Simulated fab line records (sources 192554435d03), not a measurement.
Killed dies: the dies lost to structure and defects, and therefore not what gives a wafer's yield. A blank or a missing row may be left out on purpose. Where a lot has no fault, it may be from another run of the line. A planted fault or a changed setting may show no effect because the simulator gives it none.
Split-lot trial	flow n5_finfet	on a route of 1938 steps: 7 lots, 39 wafers read

THE SPLIT ITSELF
At N5_DUMMY_GATE_ETCH_32 (etches SiO2 in CF4, target depth 3.5 nm, time 3.9 s), the setting time_s was moved away from the recipe's 3.9 s on 18 of the 39 wafers read, by -18.9% to +23.4%. All remaining wafers had this setting at the recipe value.

The split's own step is where the reading is taken.

THE READING
etch.depth_nm (the simulator's own value, which no gauge read), in nm, at N5_DUMMY_GATE_ETCH_32 (etches SiO2 in CF4, target depth 3.5 nm, time 3.9 s). The file does not state a usual value for it. Average 3.545 nm, standard deviation 0.092 nm, over the 21 wafers here run with the recipe.

wafer	tool, chamber at the split	time_s as run, s	against the recipe	etch.depth_nm, nm	against lot-mates on the recipe
L078.4	rie_si-02, 3	3.9	recipe	3.498	-
L078.5	rie_si-02, 3	3.9	recipe	3.505	-
L078.6	rie_si-02, 2	3.9	recipe	3.52	-
L081.1	rie_si-05, 1	3.161	-18.9%	2.875	-0.703
L081.2	rie_si-05, 0	3.161	-18.9%	2.923	-0.655
L081.3	rie_si-05, 2	3.9	recipe	3.684	-
L081.4	rie_si-05, 3	3.161	-18.9%	2.824	-0.754
L081.5	rie_si-05, 3	3.9	recipe	3.438	-
L081.6	rie_si-05, 0	3.9	recipe	3.611	-
L086.1	rie_si-02, 1	4.791	+22.8%	4.205	+0.742
L086.2	rie_si-02, 3	3.9	recipe	3.485	-
L086.3	rie_si-02, 2	4.791	+22.8%	4.281	+0.818
L086.4	rie_si-02, 0	3.9	recipe	3.456	-
L086.5	rie_si-02, 0	3.9	recipe	3.449	-
L086.6	rie_si-02, 1	4.791	+22.8%	4.188	+0.725
L088.1	rie_si-06, 1	3.9	recipe	3.499	-
L088.2	rie_si-06, 3	4.524	+16.0%	4.177	+0.690
L088.3	rie_si-06, 0	3.9	recipe	3.474	-
L088.4	rie_si-06, 2	4.524	+16.0%	4.075	+0.588
L088.5	rie_si-06, 0	3.9	recipe	3.487	-
L088.6	rie_si-06, 1	4.524	+16.0%	4.036	+0.549
L089.1	rie_si-05, 0	4.589	+17.7%	4.195	+0.633
L089.2	rie_si-05, 3	3.9	recipe	3.45	-
L089.3	rie_si-05, 1	4.589	+17.7%	4.155	+0.593
L089.4	rie_si-05, 2	3.9	recipe	3.658	-
L089.5	rie_si-05, 0	3.9	recipe	3.579	-
L089.6	rie_si-05, 1	4.589	+17.7%	4.154	+0.592
L095.1	rie_si-05, 1	4.793	+22.9%	4.352	+0.687
L095.2	rie_si-05, 3	4.793	+22.9%	4.243	+0.578
L095.3	rie_si-05, 0	3.9	recipe	3.603	-
L095.4	rie_si-05, 2	3.9	recipe	3.677	-
L095.5	rie_si-05, 2	3.9	recipe	3.714	-
L095.6	rie_si-05, 1	4.793	+22.9%	4.357	+0.692
L097.1	rie_si-05, 3	3.9	recipe	3.449	-
L097.2	rie_si-05, 2	4.812	+23.4%	4.546	+0.992
L097.3	rie_si-05, 0	4.812	+23.4%	4.413	+0.859
L097.4	rie_si-05, 1	3.9	recipe	3.51	-
L097.5	rie_si-05, 3	4.812	+23.4%	4.287	+0.733
L097.6	rie_si-05, 2	3.9	recipe	3.702	-

THE FIT
A straight line over all 39 wafers: etch.depth_nm changes by +0.0343 nm for each +1% of time_s; r = +0.98; the points scatter about the line by 0.089 nm.
The same after taking each lot's own level away (the mean of its wafers on the recipe; 39 wafers): +0.0345 nm for each +1%; r = +0.98; scatter 0.081 nm.
According to that fit, moving time_s by its largest amount changes the reading by 0.81 nm.
The span of the lots' own levels, 3.4633 to 3.6647 nm, comes to 2.2 times the standard deviation stated above.
So the lot-to-lot level changes the slope little: the two slopes agree.
Check: +0.783 nm against its lot-mates is what the line predicts for one of the wafers moved furthest among these (+23.4%) when that wafer is left out of the fit. Against them it came out at +0.992 nm.

THESE WAFERS: OTHER SPLITS
Note: prior to the reading, these wafers also went through further splits. Each is held against what the fit with the lots' levels taken away leaves over:
other split on the same wafers	wafers away from the commonest value	r with etch.depth_nm (lot level and that fit taken away)
N5_FIN_CUT_ETCH_21 time_s	15	-0.16
N5_DUMMY_GATE_ETCH_37 source_w	15	+0.12

THE FILE'S OWN FIT
etch.depth_nm changes by +0.0342 nm for each +1% of time_s, r = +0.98.
